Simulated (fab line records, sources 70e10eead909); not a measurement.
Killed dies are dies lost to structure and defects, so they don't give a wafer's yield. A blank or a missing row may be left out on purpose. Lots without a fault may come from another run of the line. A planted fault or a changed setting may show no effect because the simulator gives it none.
One fault seen from 2 desks | flow nand_harc | each desk has only its own numbers; what lay behind them comes last

THE TOOL OWNER'S DESK: litho_track-05
The tool's own readings at NHARC_A_BONDPAD_SOFTBAKE_04 (time 70 s): means of the sampled wafers that have a number, for each lot that ran on this tool. A lot is out of limits, marked OUT, if its mean lies more than 4 standard deviations from the usual mean; the brackets give that distance.
Columns: A = heater_power_total_W at NHARC_A_BONDPAD_SOFTBAKE_04, usual 201.0 W
lot  | first seen here | A
L137 | day 19 17:00    | 200.7
L140 | day 20 10:00    | 234.2 (+26) OUT
L141 | day 20 15:00    | 234.1 (+25) OUT
This desk's finding: out of limits on L140, L141; first on L140, day 20 10:00 (heater_power_total_W at NHARC_A_BONDPAD_SOFTBAKE_04). In limits: L137.

THE METROLOGY DESK
What the gauges read, lot by lot, whatever tool the lot ran on: means of the sampled wafers that have a number. A lot is out of limits, marked OUT, if its mean lies more than 4 standard deviations from the usual mean; the brackets give that distance.
Columns: A = thk_nm at NHARC_A_M1_THK_MEAS_24, usual 154.0 nm
lot  | first seen here | A
L131 | day 18 05:23    | 155.4
L130 | day 18 05:53    | 153.5
L132 | day 18 08:10    | 151.1
L134 | day 18 21:45    | 155.0
L135 | day 19 01:12    | 151.4
L136 | day 19 10:52    | 154.8
L137 | day 19 15:44    | 153.3
L140 | day 20 08:40    | 153.6
L141 | day 20 13:49    | 153.2
L145 | day 22 12:35    | 155.0
L146 | day 22 13:28    | 155.2
L147 | day 22 13:59    | 154.3
L149 | day 22 20:56    | 153.8
This desk's finding: nothing out of limits on any of the 13 lots.

PUT TOGETHER
The tool owner's desk could have raised an alarm at day 20 10:00, on L140, L141.
The metrology desk saw nothing out of limits.
The metrology desk has L140, L141 on record, within its limits.
Of the lots named, all ran NHARC_A_BONDPAD_SOFTBAKE_04 on litho_track-05.

WHAT THE SIMULATOR HAD PUT IN
Process parameter drift: litho_track-05, from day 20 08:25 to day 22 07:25, at NHARC_A_BONDPAD_SOFTBAKE_04. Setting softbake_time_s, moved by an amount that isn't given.
Lots struck among those shown: L140, L141.
Hours from the fault's start to each desk's first reading out of limits: the tool owner's desk, 2.
